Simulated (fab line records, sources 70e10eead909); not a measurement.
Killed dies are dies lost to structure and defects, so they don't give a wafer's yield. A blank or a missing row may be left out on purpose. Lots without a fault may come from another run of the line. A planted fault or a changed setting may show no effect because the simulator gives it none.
Chamber matching | flow nand_harc | NHARC_P_CONTACT_ETCH_35 on rie_diel-08: 4 sister chambers
The step etches the open film in CF4, target depth 39 nm, time 65 s. 4 wafers are shown with their chamber, then 8 later ones without.

WAFERS WITH THEIR CHAMBER
wafer  | chamber | drypump_motor_current_A (A)
L867.2 | 0       | 5.99
L868.3 | 3       | 5.56
L868.4 | 2       | 6.03
L869.1 | 1       | 5.35

WAFERS WITHOUT THEIR CHAMBER
wafer  | drypump_motor_current_A (A)
L869.4 | 6.05
L869.6 | 6.04
L877.1 | 5.95
L877.4 | 5.36
L877.5 | 6.03
L879.1 | 6.03
L879.3 | 5.98
L879.6 | 6.03

WHICH CHAMBER EACH WENT THROUGH
wafer  | from the rows above | in truth
L869.4 | 2                   | 2
L869.6 | 2                   | 2
L877.1 | 0                   | 0
L877.4 | 1                   | 1
L877.5 | 2                   | 2
L879.1 | 2                   | 2
L879.3 | 0                   | 0
L879.6 | 2                   | 2
Placed correctly: 8 of 8. Can't be placed from these rows: 0. Placed wrongly: 0.
How it was worked out, from the rows above alone: a wafer's distance from a chamber is the root of the sum, over the readings, of the square of ((its reading less the chamber's mean) divided by the reading's scatter). The wafer belongs to the nearest chamber; if the next one is less than 2 further off, it can't be placed. A chamber's mean is the mean of its shown wafers. The scatter: with one shown wafer a chamber, the root of the mean of the squares of how far each hidden wafer lies from its nearest shown one.
